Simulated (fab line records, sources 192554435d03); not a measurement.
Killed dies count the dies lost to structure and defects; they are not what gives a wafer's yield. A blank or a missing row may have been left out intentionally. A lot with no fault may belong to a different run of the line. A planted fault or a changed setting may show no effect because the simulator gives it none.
Comparing a struck lot with a sound one | flow n5Finfet | 11 steps out of a route of 1938
Sound: these wafers, L562.1, L562.4, L562.5. Wafers struck: L568.1, L568.2, L568.4. The cause is named last.
For every step that has rows: the tool of each side, followed by ch and its chambers, followed by its first start. Under that, the readings that differ: sound wafers | struck wafers | difference of the means | sigmas: that difference in standard deviations of wafers without a fault.
alike: same words and numbers on both sides, and readings whose means sit less than 2 such deviations apart. not compared: any withheld reading, any reading some wafer has no value for, any bound like >300 that may hide the same value, and any number with overlapping values for which the record gives no deviation.
The two part at a step that has a row with sigmas, a row that says differs or no value, or rows on one side only. Non-overlapping numbers with no deviation appear without sigmas and do not part them. A reading missing from all wafers of one side parts the sides only when that side holds two or more wafers.

N5_START_INSPECT_01: inspects for defects (unpatterned scan).
  sound on defectInspect-02 at day 4 00:02; struck on defectInspect-02 at day 5 12:02
  alike: rawDefectCount
then, 2 steps without rows for these wafers: N5_ZERO_LAYER_PRECLEAN_00 (cleans in SPM, time 600 s); N5_ZERO_LAYER_SRD_01 (time 30 s, dry time 30 s).
N5_ZERO_LAYER_PECVD_02: deposits SiO2 from SiH4/N2O, target thk 10 nm, time 6 s.
  sound on pecvd-01 ch 0,1,2, day 4 00:17; struck on pecvd-04 ch 1,2, day 5 12:17
  alike: heaterPowerW, showerheadPlenumPTorr, susceptorTempC
then, 5 steps without rows for these wafers: N5_ZERO_LAYER_HMDS_04 (time 60 s); N5_ZERO_LAYER_COAT_05 (resist thk 1000 nm); N5_ZERO_LAYER_EBR_07; N5_ZERO_LAYER_SOFTBAKE_06 (time 90 s); N5_ZERO_LAYER_EXPOSE_08 (exposes mask ZERO, defocus 0 nm, target cd 2000 nm).
N5_ZERO_LAYER_PEB_09:
  sound on lithoTrack-01 ch 0, day 4 00:31; struck on lithoTrack-04, day 5 12:39
reading        | sound          | struck | difference                    | sigmas
exhaustPa (Pa) | 44.9 46.5 46.7 | - - -  | no value on the struck wafers | 
  not compared: chillPlateTempC
then, 1 step without rows for these wafers: N5_ZERO_LAYER_DEVELOP_10 (develop time 60 s).

## WHERE THEY PART
Only at N5_ZERO_LAYER_PEB_09, as far as this record shows.

WHY: what had been put in by the simulator
Skipped step whole: lithoTrack-04, from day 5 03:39 on, at N5_ZERO_LAYER_PEB_09. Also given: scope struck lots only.
